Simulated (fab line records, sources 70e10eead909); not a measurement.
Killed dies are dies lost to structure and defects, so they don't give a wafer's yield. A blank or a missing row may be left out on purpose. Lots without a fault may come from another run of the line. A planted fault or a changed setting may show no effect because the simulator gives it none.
Which tool did it? | flow nand_harc | 6 lots, 18 wafers sampled, at 1 step of a route of 1302

WHAT THE GAUGES READ, wafer by wafer
NHARC_A_M1_OVL_MEAS_10: pitch 240 nm.
lot  | measured     | on         | overlay_x_nm (nm)
L538 | day 23 00:07 | overlay-02 | -1.2 -0.9 -0.6
L542 | day 24 09:19 | overlay-01 | 0.2 0.6 0.2
L544 | day 26 05:38 | overlay-01 | 1.1 0.7 0.9
L551 | day 28 17:04 | overlay-01 | 0.1 0.1 0.2
L556 | day 30 10:52 | overlay-02 | 0.9 0.6 1.0
L560 | day 32 05:46 | overlay-02 | -0.4 0.1 -0.8

WHICH TOOL RAN EACH LOT (tool, then ch and the chambers of the sampled wafers, then the start)
The record holds no process step before these readings.

THE ANSWER, worked out from the rows above alone
Rule: what is usual is taken from the lots themselves. Put in order of their means at a reading, lots are off if they are a third of the lots or fewer, leave a main group of 4 or more, and stand apart from it by a gap of 3 or more times the standard deviation of the main group's means; of several such gaps the widest counts. A main group whose means are all the same, to the digits that the tables above print for the reading, isn't used. A lot without any number at a reading at which 4 lots or more have one is off too. The other lots that the step has rows for count as sound.
No lot is off at any reading shown: from this, nothing can be told.

WHAT THE SIMULATOR HAD PUT IN
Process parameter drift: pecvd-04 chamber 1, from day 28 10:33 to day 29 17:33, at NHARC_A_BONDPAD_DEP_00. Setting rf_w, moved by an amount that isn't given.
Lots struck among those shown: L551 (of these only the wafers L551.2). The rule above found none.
